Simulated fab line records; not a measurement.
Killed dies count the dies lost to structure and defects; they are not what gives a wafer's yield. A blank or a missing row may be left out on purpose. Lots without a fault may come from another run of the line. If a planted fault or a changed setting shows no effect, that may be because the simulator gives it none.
fab line records + flow n5-finfet
record
- lots=5
- wafers=13
- last-day=17
route steps=1938 shown MOL_CONTACT_COAG@547 BEOL_M4@1111 PASSIVATION@1936
lots untouched by any fault: they come from a run of this same line in which no faults occurred
start-h: hours from the record's first day to the start of the lot's first wafer shown + wait-h: time in hours since the lot's previous step + " the same as in the row above + L1.1+2: several wafers, shown together as one row + - no value present, or no start provided + * or withheld: withheld + < > ~ a bound
route shown NAME@n: a module of which the file shows steps, and the number in the route of the first + usual: average and standard deviation across the fault-free wafers + same: alike in all rows + chamber/n: place in a boat + sites: each site's reading + _std_site: standard deviation of those values + _edge_site: inner sites' mean taken away from outer sites' mean + radius-mm: how far each site lies from the wafer's centre + mask NAME#n: copy n + behind: the most recent tool/chamber to have shaped the wafer + hold: the reason the lot was held/the length of the hold in hours/how it ended + device: transistor that didn't switch, given as n, p or np + end of line: the route-end tests of the same wafers + where a step has no rows: the recipe by itself + killed: not the wafer's yield, but the dies lost to structure and defects at the first sort + map: dies across one wafer; x = killed, . = not, _ = none there
set.NAME: setting as actually run; set.NAME@STEP: the setting as run at that earlier step + model.NAME: the simulator's own value behind a step, which no gauge read
certain route steps with their lots: each step a table, each wafer a row
services: from which hour (start-h, from the record's first day; less than 0 if before it) a tool's chamber was out of use, for how many hours, and why
## steps
# step N5_MOL_CONTACT_COAG_SPUTTER_143
# recipe
- material=Co
- target-thk-a=25
- temp-c=25
- chamber-pressure-pa=0.2
# step N5_MOL_CONTACT_COAG_CO_FILL_22
# recipe
- material=Co
- target-thk-a=200
- temp-c=200
- precursor=CCTBA/H2
- pressure-torr=30
# step N5_MOL_CONTACT_COAG_ANNEAL_113
# recipe
- temp-c=400
- time-s=300
- ambient=H2/N2
# step N5_MOL_CONTACT_COAG_PRE_CLEAN_142
# recipe
- gas=H2/He
- time-s=60
- temp-c=300
# step N5_MOL_CONTACT_COAG_SPUTTER_130
# recipe
- material=Co
- target-thk-a=475
- temp-c=25
- chamber-pressure-pa=0.5
- power-w=3000
# step N5_MOL_CONTACT_COAG_PRECLEAN_125
# recipe
- chemistry=DIW
- time-s=57.5
- temp-c=23
# step N5_MOL_CONTACT_COAG_SRD_126
# recipe
- dry-time-s=32
- dry=n2-spin
- spin-rpm=1500
# step N5_MOL_CONTACT_COAG_CMP_23
# recipe
- stop-on=SiO2
- t-overpolish-s=1.5
- post-cmp-clean=cu-alkaline
- down-force-psi=2
- platen-rpm=50.289
- pad-velocity-m-s=1.0006
- target-thk-nm=0
# step N5_MOL_CONTACT_COAG_WET_ETCH_26
# recipe
- target=Co
- target-depth-nm=13
# step N5_MOL_CONTACT_COAG_WET_ETCH_116
# recipe
- chemistry=SC1-inhibited
- target-depth-nm=4.6
- dry=ipa-marangoni
- rinse-time-s=30
- rinse-temp-c=23
# step N5_MOL_CONTACT_COAG_ALD_27
# recipe
- material=SiOC
- target-thk-a=170
- temp-c=400
- ald-precursor-family=carbosiloxane
- ald-co-reactant=H2-plasma
- pulse-time-s=1.5
- time-s=2720
- purge-time-s=2
- co-reactant-purge-time-s=2
- ald-cycles=340
- pressure-torr=2
# usual
- ald-cycles=340/0
- heater-power-w=863/61
- precursor-pulse-height-rel=0.997/0.019
- run-length-s=2769.8/0.67
- time-s=2720/0
| lot.wafer | tool       | chamber | start-h | wait-h | ald-cycles | heater-power-w | precursor-pulse-height-rel | run-length-s | since-wet-clean-h | time-s | model.SiOC_of_MOL_CONTACT_COAG_ALD_27.thk-nm |
|-----------|------------|---------|---------|--------|------------|----------------|----------------------------|--------------|-------------------|--------|----------------------------------------------|
| L497.1    | ald-sin-02 | 2       | 164.49  | 0.5    | 151        | 789            | 0.992                      | 1257.5       | 65                | 1208   | 7.4                                          |
| L497.2    | "          | 0       | "       | "      | 340        | 885            | 1.013                      | 2768.9       | 66                | 2720   | 17                                           |
| L499.2    | ald-sin-02 | 3       | 178.84  | 0.0    | 340        | 824            | 1.019                      | 2770.6       | 80                | 2720   | 17                                           |
| L499.3    | "          | 2       | "       | "      | 151        | 785            | 1.012                      | 1257.7       | 80                | 1208   | 7.6                                          |
| L499.4    | "          | 0       | "       | "      | 340        | 883            | 1.023                      | 2769.0       | 80                | 2720   | 17                                           |
| L500.3    | ald-sin-02 | 0       | 184.00  | 2.0    | 151        | 866            | 1.008                      | 1257.4       | 85                | 1208   | 7.4                                          |
| L500.5    | "          | 1       | "       | "      | 340        | 899            | 0.978                      | 2769.6       | -                 | 2720   | 16.8                                         |
| L506.1    | ald-sin-01 | 3       | 215.33  | 0.0    | 340        | 790            | 0.986                      | 2769.3       | 207               | 2720   | 17                                           |
| L506.3    | "          | 1       | "       | "      | 340        | 777            | 0.941                      | 2770.0       | 207               | 2720   | 17                                           |
| L506.6    | "          | 1       | "       | "      | 340        | 793            | 1.007                      | 2769.8       | -                 | 2720   | 17                                           |
| L507.2    | ald-sin-01 | 2       | 220.72  | 0.0    | 340        | 866            | 1.005                      | 2769.0       | 212               | 2720   | 17.2                                         |
| L507.4    | "          | 3       | "       | "      | 340        | 788            | 1.016                      | 2769.7       | 212               | 2720   | 17                                           |
| L507.5    | "          | 3       | "       | "      | 340        | 792            | 0.959                      | 2769.6       | -                 | 2720   | 17                                           |
# step N5_MOL_CONTACT_COAG_CMP_28
# recipe
- stop-on=SiNx
- t-overpolish-s=0.85
- post-cmp-clean=alkaline-brush
- down-force-psi=4.15
- platen-rpm=51.8
- pad-velocity-m-s=1.0307
- target-thk-nm=14.522
# usual
- edge-zone-pressure-frac=1.001/0.0051
- head-pressure-psi=4.151/0.0096
- motor-current-A=12.7/0.96
| lot.wafer | tool   | chamber | start-h | wait-h | edge-zone-pressure-frac | head-pressure-psi | motor-current-A | model.SiOC_of_MOL_CONTACT_COAG_ALD_27.thk-nm |
|-----------|--------|---------|---------|--------|-------------------------|-------------------|-----------------|----------------------------------------------|
| L497.2    | cmp-03 | 0       | 166.10  | 0.8    | 0.996                   | 4.157             | 12.1            | 14.4                                         |
| L497.1    | "      | 3       | "       | "      | 0.999                   | 4.139             | 13.1            | 7.4                                          |
| L499.2    | cmp-02 | 3       | 180.46  | 0.8    | 0.995                   | 4.159             | 10.4            | 13.2                                         |
| L499.3    | "      | 0       | "       | "      | 1.004                   | 4.137             | 12.4            | 7.6                                          |
| L499.4    | "      | 1       | "       | "      | 1.009                   | 4.147             | 13.7            | 15                                           |
| L500.3    | cmp-03 | 2       | 185.68  | 0.9    | 0.997                   | 4.149             | 14.1            | 7.4                                          |
| L500.5    | "      | 0       | "       | "      | 1.001                   | 4.140             | 12.0            | 15.8                                         |
| L506.1    | cmp-03 | 3       | 216.94  | 0.8    | 1.007                   | 4.132             | 12.4            | 15.2                                         |
| L506.3    | "      | 0       | "       | "      | 1.007                   | 4.132             | 12.4            | 15                                           |
| L506.6    | "      | 2       | "       | "      | 0.999                   | 4.131             | 14.5            | 13.8                                         |
| L507.4    | cmp-03 | 1       | 222.29  | 0.8    | 1.002                   | 4.145             | 12.8            | 16.4                                         |
| L507.2    | "      | 3       | "       | "      | 1.003                   | 4.151             | 13.4            | 15                                           |
| L507.5    | "      | 1       | "       | "      | 1.007                   | 4.156             | 13.1            | 15.8                                         |
# step N5_MOL_CONTACT_COAG_ALD_123
# recipe
- material=SiNx
- target-thk-a=50
- temp-c=400
- ald-precursor-family=SiH2I2
- ald-co-reactant=N2/H2-plasma
- pulse-time-s=1
- purge-time-s=2
- co-reactant-purge-time-s=2
- ald-cycles=100
- pressure-torr=2
# step N5_MOL_CONTACT_COAG_PECVD_31
# recipe
- material=SiO2
- target-thk-a=460
- temp-c=400
- precursor=TEOS/O2
- pressure-torr=6.5
- rf-w=withheld
- teos-flow-sccm=withheld
- gas=O2
- flow-sccm=2650
- time-s=8.9
# step N5_MOL_CONTACT_COAG_COAT_75
# recipe
- resist=SOC
- temp-c=250
- time-s=60
- spin-rpm=1500
- resist-thk-nm=60
# step N5_MOL_CONTACT_COAG_COAT_76
# recipe
- resist=SiARC
- temp-c=220
- time-s=60
- spin-rpm=1500
- resist-thk-nm=10
# step N5_MOL_CONTACT_COAG_COAT_77
# recipe
- resist=underlayer
- temp-c=205
- time-s=60
- spin-rpm=1500
- resist-thk-nm=10
# step N5_MOL_CONTACT_COAG_COAT_78
# recipe
- resist=CAR-EUV
- spin-rpm=1500
- resist-thk-nm=40
# step N5_MOL_CONTACT_COAG_EBR_80
# recipe
- solvent=PGMEA
- ebr-width-mm=1.5
# step N5_MOL_CONTACT_COAG_SOFTBAKE_79
# recipe
- temp-c=110
- time-s=60
- resist=CAR-EUV
# step N5_MOL_CONTACT_COAG_EXPOSE_81
# recipe
- mask-id=VG
- na=0.33
- source-shape=annular
- sigma-inner=0.3
- sigma-outer=0.7
- polarization=unpolarized
- defocus-nm=0
- dose-mj=59.5
# step N5_MOL_CONTACT_COAG_PEB_82
# recipe
- peb-temp-c=100
- peb-time-s=60
- resist=CAR-EUV
# step N5_MOL_CONTACT_COAG_DEVELOP_83
# recipe
- develop-time-s=30
- developer=TMAH
- resist=CAR-EUV
- rinse-liquid=surfactant-rinse
- dry=air-spin
- dev-temp-c=23
# step N5_MOL_CONTACT_COAG_DESCUM_88
# recipe
- chemistry=O2
- time-s=7
- source-power-w=50
- bias-power-w=20
- pressure-mtorr=20
- rf-frequency-hz=2.712e+07
- temp-c=40
- resist=CAR-EUV
- o2-flow-sccm=225
# step N5_MOL_CONTACT_COAG_ETCH_89
# recipe
- chemistry=N2/H2
- target=underlayer
- target-depth-a=130
- mask-material=CAR-EUV
- time-s=10.4
- ion-energy-ev=200
- pressure-mtorr=30
- source-w=840
- bias-w=150
- n2-flow-sccm=200
- h2-flow-sccm=200
- ends=cleared
# step N5_MOL_CONTACT_COAG_ETCH_90
# recipe
- chemistry=CF4
- target=SiARC
- target-depth-a=130
- mask-material=CAR-EUV
- time-s=21.7
- ion-energy-ev=80
- pressure-mtorr=40
- source-w=545
- bias-w=36
- Ar_flow_sccm=100
- cf4-flow-sccm=100
- ends=cleared
# step N5_MOL_CONTACT_COAG_ALD_131
# recipe
- material=SiO2
- target-thk-a=50
- temp-c=100
- ald-precursor-family=BDEAS
- ald-co-reactant=O2-plasma
- pulse-time-s=1
- co-reactant-pulse-time-s=1
- purge-time-s=2
- co-reactant-purge-time-s=2
- ald-cycles=35
- pressure-torr=2
# step N5_MOL_CONTACT_COAG_ETCHBACK_132
# recipe
- chemistry=CHF3
- target=SiO2
- target-depth-a=100
- time-s=6.7
- ion-energy-ev=200
- pressure-mtorr=30
- source-w=610
- bias-w=170
- Ar_flow_sccm=200
- CHF3_flow_sccm=50
# step N5_MOL_CONTACT_COAG_ETCH_91
# recipe
- chemistry=N2/H2
- target=SOC
- target-depth-a=600
- overetch-a=210
- mask-material=SiARC
- temp-c=40
- time-s=101.2
- ion-energy-ev=200
- pressure-mtorr=30
- source-w=840
- bias-w=150
- n2-flow-sccm=200
- h2-flow-sccm=200
# step N5_MOL_CONTACT_COAG_STRIP_92
# recipe
- chemistry=N2/H2
- temp-c=40
- n2-flow-sccm=200
- h2-flow-sccm=200
- rf-frequency-hz=6e+07
# step N5_MOL_CONTACT_COAG_STRIP_93
# recipe
- chemistry=N2/H2
- temp-c=40
- n2-flow-sccm=200
- h2-flow-sccm=200
- rf-frequency-hz=6e+07
# step N5_MOL_CONTACT_COAG_ETCHBACK_135
# recipe
- chemistry=CHF3
- target=SiO2
- target-depth-a=250
- time-s=16.7
- ion-energy-ev=200
- pressure-mtorr=30
- source-w=610
- bias-w=170
- Ar_flow_sccm=200
- CHF3_flow_sccm=50
# step N5_MOL_CONTACT_COAG_STRIP_118
# recipe
- chemistry=CHF3
- resist=SiARC
- rf-frequency-hz=6e+07
# step N5_MOL_CONTACT_COAG_VIA_ETCH_46
# recipe
- chemistry=C4F6/O2
- target-depth-a=460
- overetch-a=92
- mask-material=SOC
- target=SiO2
- bias-w=455
- pressure-mtorr=10
- time-s=40
- source-w=325
- Ar_flow_sccm=300
- C4F6_flow_sccm=10
- O2_flow_sccm=10
- ion-energy-ev=575.3
- ends=end-point
# step N5_MOL_CONTACT_COAG_STRIP_96
# recipe
- chemistry=N2/H2
- power-w=500
- temp-c=40
- pressure-mtorr=50
- rf-frequency-hz=6e+07
- overash-fraction=0.3
- bias-power-w=28
- h2-frac=0.5
- n2-flow-sccm=300
- h2-flow-sccm=300
# step N5_MOL_CONTACT_COAG_ETCH_47
# recipe
- chemistry=CH3F/O2
- target=SiNx
- target-depth-a=270
- mask-material=SiO2
- stop-on=W
- over-etch-frac=0.2
- ion-energy-ev=120
- endpoint=OES-CN
- pressure-mtorr=30
- source-w=395
- bias-w=73
- Ar_flow_sccm=150
- CH3F_flow_sccm=30
- O2_flow_sccm=20
- ends=end-point
# step N5_MOL_CONTACT_COAG_ETCH_48
# recipe
- chemistry=C4F6/O2
- target-depth-a=150
- overetch-a=45
- mask-material=SOC
- target=SiOC
- bias-w=465
- pressure-mtorr=10
- time-s=17
- source-w=335
- Ar_flow_sccm=300
- C4F6_flow_sccm=10
- O2_flow_sccm=10
- ion-energy-ev=576
# usual
- drypump-motor-current-A=5.7/0.44
- oes_o_777_au=0.79/0.053
- oes-product-au=0.67/0.058
- rf-vpp-V=1596/21
- showerhead-plenum-p-Torr=2.87/0.065
- throttle-valve-pct=40.8/0.32
| lot.wafer | tool        | chamber | start-h | wait-h | drypump-motor-current-A | oes_o_777_au | oes-product-au | rf-hours-counter-h | rf-vpp-V | showerhead-plenum-p-Torr | throttle-valve-pct | model.etch.depth-nm |
|-----------|-------------|---------|---------|--------|-------------------------|--------------|----------------|--------------------|----------|--------------------------|--------------------|---------------------|
| L497.1    | rie-diel-02 | 2       | 169.39  | 0.0    | 6.3                     | 0.89         | 0.54           | 17                 | 1589     | 3.03                     | 41.0               | 7.489               |
| L497.2    | "           | 3       | "       | "      | 5.4                     | 0.74         | 0.61           | 166                | 1556     | 2.82                     | 40.8               | 14.38               |
| L499.2    | rie-diel-01 | 0       | 184.36  | 0.0    | 5.1                     | 0.76         | 0.61           | 124                | 1623     | 2.85                     | 40.6               | 13.18               |
| L499.3    | "           | 2       | "       | "      | 5.2                     | 0.76         | 0.48           | 163                | 1592     | 2.74                     | 41.0               | 7.68                |
| L499.4    | "           | 3       | "       | "      | 6.1                     | 0.85         | 0.74           | 54                 | 1606     | 2.91                     | 41.0               | 14.99               |
| L500.3    | rie-diel-01 | 1       | 189.26  | 0.0    | 5.3                     | 0.73         | 0.44           | 239                | 1573     | 2.93                     | 41.1               | 7.435               |
| L500.5    | "           | 1       | "       | "      | 5.3                     | 0.73         | 0.62           | -                  | 1571     | 2.93                     | 41.1               | 15.82               |
| L506.1    | rie-diel-01 | 0       | 220.45  | 0.0    | 5.1                     | 0.75         | 0.65           | 138                | 1621     | 2.85                     | 40.7               | 15.11               |
| L506.3    | "           | 1       | "       | "      | 5.4                     | 0.72         | 0.59           | 250                | 1571     | 2.92                     | 41.1               | 14.93               |
| L506.6    | "           | 1       | "       | "      | 5.3                     | 0.72         | 0.57           | -                  | 1572     | 2.92                     | 41.1               | 13.84               |
| L507.2    | rie-diel-05 | 3       | 226.81  | 0.0    | 6.3                     | 0.74         | 0.66           | 138                | 1591     | 2.85                     | 40.0               | 15.09               |
| L507.4    | "           | 2       | "       | "      | 5.3                     | 0.82         | 0.74           | 77                 | 1603     | 2.88                     | 40.6               | 16.42               |
| L507.5    | "           | 1       | "       | "      | 5.7                     | 0.73         | 0.65           | -                  | 1617     | 2.84                     | 40.9               | 15.8                |
# step N5_BEOL_M4_RC_MEAS_101
# usual
- DIBL_N=36.3/1.7
- DIBL_P=36.0/1.9
- IOFF_N=0.156/0.028
- IOFF_P=0.21/0.036
- ION_N=675/11
- ION_P=463/7.8
- SS_N=71.6/0.59
- SS_P=73.2/0.63
- VT_N=250/3.1
- VT_P=-251/3.4
| lot.wafer | tool      | chamber | start-h | wait-h | DIBL_N[mV/V] | DIBL_P[mV/V] | IOFF_N[nA/um] | IOFF_P[nA/um] | ION_N[uA/um] | ION_P[uA/um] | SS_N[mV/dec] | SS_P[mV/dec] | VT_N[mV] | VT_P[mV] |
|-----------|-----------|---------|---------|--------|--------------|--------------|---------------|---------------|--------------|--------------|--------------|--------------|----------|----------|
| L497.1    | prober-01 | 0       | 229.86  | 0.0    | 36.8         | 35.1         | 0.155         | 0.17          | 680          | 458          | 71.3         | 73.2         | 251      | -255     |
| L497.2    | "         | 0       | "       | "      | 37.9         | 37.3         | 0.170         | 0.21          | 680          | 455          | 71.8         | 73.4         | 252      | -252     |
| L500.3    | prober-02 | 0       | 248.62  | 0.3    | 35.5         | 36.9         | 0.142         | 0.18          | 672          | 455          | 71.6         | 72.8         | 254      | -253     |
| L500.5    | "         | 0       | "       | "      | 36.5         | 37.8         | 0.150         | 0.19          | 669          | 459          | 71.2         | 74.1         | 255      | -253     |
| L499.2    | prober-02 | 0       | 250.99  | 0.2    | 37.2         | 36.5         | 0.176         | 0.27          | 687          | 484          | 71.7         | 74.4         | 247      | -242     |
| L499.3    | "         | 0       | "       | "      | 41.3         | 41.8         | 0.272         | 0.39          | 691          | 484          | 73.4         | 75.3         | 241      | -239     |
| L499.4    | "         | 0       | "       | "      | 37.8         | 36.3         | 0.183         | 0.25          | 695          | 480          | 72.4         | 73.2         | 247      | -248     |
| L506.1    | prober-02 | 0       | 298.84  | 0.0    | 37.3         | 36.0         | 0.163         | 0.22          | 689          | 471          | 72.2         | 73.0         | 245      | -244     |
| L506.3    | "         | 0       | "       | "      | 38.2         | 36.4         | 0.174         | 0.22          | 690          | 472          | 72.4         | 73.1         | 249      | -248     |
| L506.6    | "         | 0       | "       | "      | 36.4         | 34.6         | 0.144         | 0.20          | 679          | 469          | 72.0         | 73.1         | 249      | -250     |
| L507.2    | prober-01 | 0       | 298.89  | 0.2    | 35.6         | 33.2         | 0.121         | 0.18          | 673          | 459          | 71.5         | 72.8         | 254      | -252     |
| L507.4    | "         | 0       | "       | "      | 36.3         | 36.1         | 0.139         | 0.22          | 681          | 472          | 71.4         | 72.8         | 254      | -248     |
| L507.5    | "         | 0       | "       | "      | 38.0         | 37.4         | 0.165         | 0.24          | 673          | 470          | 71.2         | 73.8         | 251      | -249     |
# step N5_PASSIVATION_PROBE_49
# usual
- defect-limited-yield=91.5/1.5
- killed_at_M0_to_M3=30/11
- killed_at_M4_up=13/4.9
- killed-at-contacts=14/6.5
- killed-at-front-end=40/11
- killed-at-other=3.3/2.7
- killed-dies=100/18
- killed-open=67/14
- killed-short=32/7.8
- sort_bin_4_leakage=0.00/0.0073
- sort_bin_5_function=5.0/0.97
- sort_bin_6_memory=3.2/0.75
- sort-n-pass=1080/18
- sort-yield-pct=91.5/1.5
# same
- gross-dies=1180
- killed-at-back-side=0
- sort_bin_8_speed[%]=0
| lot.wafer | tool      | chamber | start-h | wait-h | defect-limited-yield[%] | killed_at_M0_to_M3 | killed_at_M4_up | killed-at-contacts | killed-at-front-end | killed-at-other | killed-dies | killed-open | killed-short | sort_bin_4_leakage[%] | sort_bin_5_function[%] | sort_bin_6_memory[%] | sort-n-pass | sort-yield-pct[%] |
|-----------|-----------|---------|---------|--------|-------------------------|--------------------|-----------------|--------------------|---------------------|-----------------|-------------|-------------|--------------|-----------------------|------------------------|----------------------|-------------|-------------------|
| L497.2    | prober-01 | -       | 332.89  | 0.1    | 89.4                    | 39                 | 12              | 19                 | 53                  | 2               | 125         | 74          | 51           | 0                     | 6.3                    | 3.9                  | 1055        | 89.4              |
# killed by level:class
L497.2 FIN_SAQP:geometric-particle:short=17 MOL_CONTACT_COAG:geometric-particle:open=15 BEOL_M0_SAQP:geometric-particle:short=13 STI_FIN_REVEAL:geometric-particle:open=9 BEOL_M0_SAQP:geometric-particle:open=9 BEOL_M3:geometric-particle:open=9 FIN_SAQP:geometric-particle:open=7 GATE_CUT:geometric-particle:short=7
## services
| tool        | chamber | start-h | hours | kind                           |
|-------------|---------|---------|-------|--------------------------------|
| rie-diel-05 | 1       | 146.48  | 2.7   | repair                         |
| ald-sin-01  | 1       | 146.65  | 5.5   | repair                         |
| cmp-02      | -       | 147.13  | 0.3   | repair                         |
| cmp-03      | -       | 149.76  | 4.0   | pm                             |
| rie-diel-01 | 0       | 150.88  | 2.4   | repair                         |
| cmp-03      | -       | 153.76  | -     | consumable-replace:conditioner |
| cmp-03      | -       | 153.76  | -     | consumable-replace:pad         |
| rie-diel-02 | 3       | 176.47  | 6.5   | repair                         |
| rie-diel-05 | 2       | 179.93  | 8.2   | repair                         |
| ald-sin-02  | 1       | 187.99  | 2.4   | repair                         |
| ald-sin-02  | 2       | 210.47  | 2.6   | repair                         |
| rie-diel-02 | 1       | 215.45  | 4.4   | repair                         |
| rie-diel-01 | 1       | 220.56  | -     | clean                          |
| rie-diel-01 | 1       | 220.56  | -     | consumable-replace:focus-ring  |
| rie-diel-01 | 1       | 220.56  | 19.1  | scheduled-down                 |
| rie-diel-01 | 1       | 220.56  | 19.1  | vent-cycle                     |
| rie-diel-01 | -       | 223.56  | 0.1   | repair                         |
## key
first-sign
- step=N5_MOL_CONTACT_COAG_ALD_27
- reading=ald-cycles
- direction=down
- sigmas=99+
- usual=*
- struck=*
effect
- step=N5_MOL_CONTACT_COAG_ALD_27
- reading=time-s
- direction=down
- sigmas=99+
- usual=*
- struck=*
effect
- step=N5_MOL_CONTACT_COAG_ETCH_48
- reading=oes-product-au
- direction=down
- sigmas=3.2
- usual=0.67
- struck=0.48
model-effect
- step=N5_MOL_CONTACT_COAG_ALD_27
- value=SiOC_of_MOL_CONTACT_COAG_ALD_27.thk-nm
- without=17
- struck=7.467
model-effect
- step=N5_MOL_CONTACT_COAG_CMP_28
- value=SiOC_of_MOL_CONTACT_COAG_ALD_27.thk-nm
- without=14.07
- struck=7.467
model-effect
- step=N5_MOL_CONTACT_COAG_ETCH_48
- value=etch.depth-nm
- without=14.05
- struck=7.535
met-at N5_MOL_CONTACT_COAG_ALD_27
struck-wafers L497.1,L499.3,L500.3
baseline-loss
- step=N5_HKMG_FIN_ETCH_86
- wafers=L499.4
fault
- kind=process-parameter-drift
- tool=ald-sin-02
- chamber=-
- onset-h=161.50
- steps=N5_MOL_CONTACT_COAG_ALD_27
- channel=ald-cycles
- offset=*
- shape=step
- end-h=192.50
- scope=struck-wafers-only
- acts-in=*
- stated=*
# baseline-loss: these wafers lose ten dies or more at that step, a loss of the line's own and not of a fault; the sort's usual values leave them out
